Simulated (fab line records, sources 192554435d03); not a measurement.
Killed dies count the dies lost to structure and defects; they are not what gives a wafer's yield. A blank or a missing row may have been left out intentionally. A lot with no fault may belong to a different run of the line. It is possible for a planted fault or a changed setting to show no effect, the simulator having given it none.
Lot-split experiment	flow n5-finfet	on a route of 1938 steps: 7 lots, 21 wafers read

== SPLIT DETAILS ==
At N5_BEOL_M0_ETCH_109 (etches SiCN in CH3F/O2, target depth 8 nm, overetch 2.4 nm, time 27.4 s), the setting bias-w was moved away from the recipe's 75 W on 10 of the 21 wafers read, by -14.0% to +17.2%. All remaining wafers had this setting at the recipe value.

The reading is taken at the split's own step.

== THE READING ==
rf-vpp-V, in V, at N5_BEOL_M0_ETCH_109 (etches SiCN in CH3F/O2, target depth 8 nm, overetch 2.4 nm, time 27.4 s). Fault-free wafers of this fab line usually give 297.4 V, standard deviation 1.6 V.

wafer	tool, chamber at the split	bias-w as run, W	against the recipe	rf-vpp-V, V	against lot-mates on the recipe
L081.1	rie-diel-01, 3	75	recipe	297.1	-
L081.2	rie-diel-01, 0	64.47	-14.0%	268.6	-28.5
L081.3	rie-diel-01, 1	64.47	-14.0%	268.6	-28.5
L082.2	rie-diel-02, 2	75	recipe	297.3	-
L082.4	rie-diel-02, 0	75	recipe	297.9	-
L082.6	rie-diel-02, 2	75	recipe	297.3	-
L083.2	rie-diel-01, 1	75	recipe	295.2	-
L083.3	rie-diel-01, 2	80.29	+7.1%	312.2	+16.4
L083.6	rie-diel-01, 0	75	recipe	296.4	-
L085.1	rie-diel-02, 3	87.9	+17.2%	328.7	+30.7
L085.2	rie-diel-02, 1	87.9	+17.2%	326.8	+28.8
L085.5	rie-diel-02, 2	75	recipe	298.0	-
L087.3	rie-diel-02, 3	80.23	+7.0%	309.3	+14.2
L087.4	rie-diel-02, 2	80.23	+7.0%	310.9	+15.8
L087.5	rie-diel-02, 1	75	recipe	295.1	-
L091.1	rie-diel-02, 1	67.81	-9.6%	276.4	-21.1
L091.2	rie-diel-02, 0	67.81	-9.6%	282.3	-15.2
L091.6	rie-diel-02, 2	75	recipe	297.5	-
L093.3	rie-diel-02, 3	75	recipe	297.7	-
L093.4	rie-diel-02, 2	85.42	+13.9%	323.9	+24.9
L093.5	rie-diel-02, 0	75	recipe	300.2	-

THE FIT
A straight line over all 21 wafers: rf-vpp-V changes by +1.89 V for each +1% of bias-w; r = +0.99; the points scatter about the line by 1.7 V.
The same after taking each lot's own level away (the mean of its wafers on the recipe; 21 wafers): +1.89 V for each +1%; r = +0.99; scatter 1.8 V.
On that fit, the largest move of bias-w shifts the reading by 32 V.
Across the lots, their own levels run from 295.10 to 298.95 V, a range of 2.4 times the standard deviation given above.
The two slopes are in agreement: the lot-to-lot level therefore moves the slope only a little.
Check: +32.7 V against its lot-mates is what the line predicts for one of the wafers moved furthest among these (+17.2%) when that wafer is left out of the fit. Against them it came out at +30.7 V.
Tool readings at the split's step, against how far the setting was moved: rf-vpp-V r = +0.99.

== ADDITIONAL SPLITS CARRIED BY THESE WAFERS ==
Before the reading, these wafers also passed through other splits. Each is held against what the fit with the lots' levels taken away leaves over:
other split on the same wafers	wafers away from the commonest value	r with rf-vpp-V (lot level and that fit taken away)
N5_MOL_CONTACT_COAG_DESCUM_45 time-s	2	+0.44
N5_MOL_CONTACT_COAG_VIA_ETCH_117 bias-w	6	-0.15

== FILE'S OWN FIT ==
rf-vpp-V changes by +1.89 V for each +1% of bias-w, r = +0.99.
